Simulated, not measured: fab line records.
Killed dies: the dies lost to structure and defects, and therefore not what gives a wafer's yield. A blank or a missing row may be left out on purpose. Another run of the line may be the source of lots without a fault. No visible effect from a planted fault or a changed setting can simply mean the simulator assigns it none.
Chamber matching -- flow nand_harc -- NHARC_A_BONDPAD_DESCUM_11 on rie_diel-09: 4 sister chambers
The step chemistry O2, time 3 s. 4 wafers are shown with their chamber, then 12 later ones without.

## WAFERS, EACH WITH ITS CHAMBER
wafer,chamber,drypump_motor_current_A (A)
L089.2,2,5.2
L093.2,0,4.9
L093.3,1,5.8
L093.4,3,5.8

## WAFERS WHOSE CHAMBER IS MISSING
wafer,drypump_motor_current_A (A)
L095.1,4.9
L095.2,5.9
L095.5,5.2
L097.1,5.8
L097.2,4.9
L097.3,5.2
L097.4,5.8
L097.5,4.9
L097.6,5.9
L094.1,4.9
L094.2,5.8
L094.5,5.8

## CHAMBER TAKEN BY EACH
wafer,from the rows above,in truth
L095.1,0,0
L095.2,can't be placed: 1 or 3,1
L095.5,2,2
L097.1,can't be placed: 1 or 3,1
L097.2,0,0
L097.3,2,2
L097.4,can't be placed: 1 or 3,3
L097.5,0,0
L097.6,can't be placed: 1 or 3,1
L094.1,0,0
L094.2,can't be placed: 1 or 3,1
L094.5,can't be placed: 1 or 3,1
Placed correctly: 6 of 12. Can't be placed from these rows: 6 (the true chamber is among the candidates in 6). Number placed wrongly: 0.
How it was worked out, from the rows above alone: a wafer's distance from a chamber is the root of the sum, over the readings, of the square of ((its reading less the chamber's mean) divided by the reading's scatter). If the next closest chamber is less than 2 further off than the closest, the wafer can't be placed; otherwise it belongs to the closest. Each chamber's mean is taken over the wafers shown for it. The scatter (one wafer shown for each chamber): square how far every hidden wafer sits from the nearest shown wafer, average those squares and take the square root.
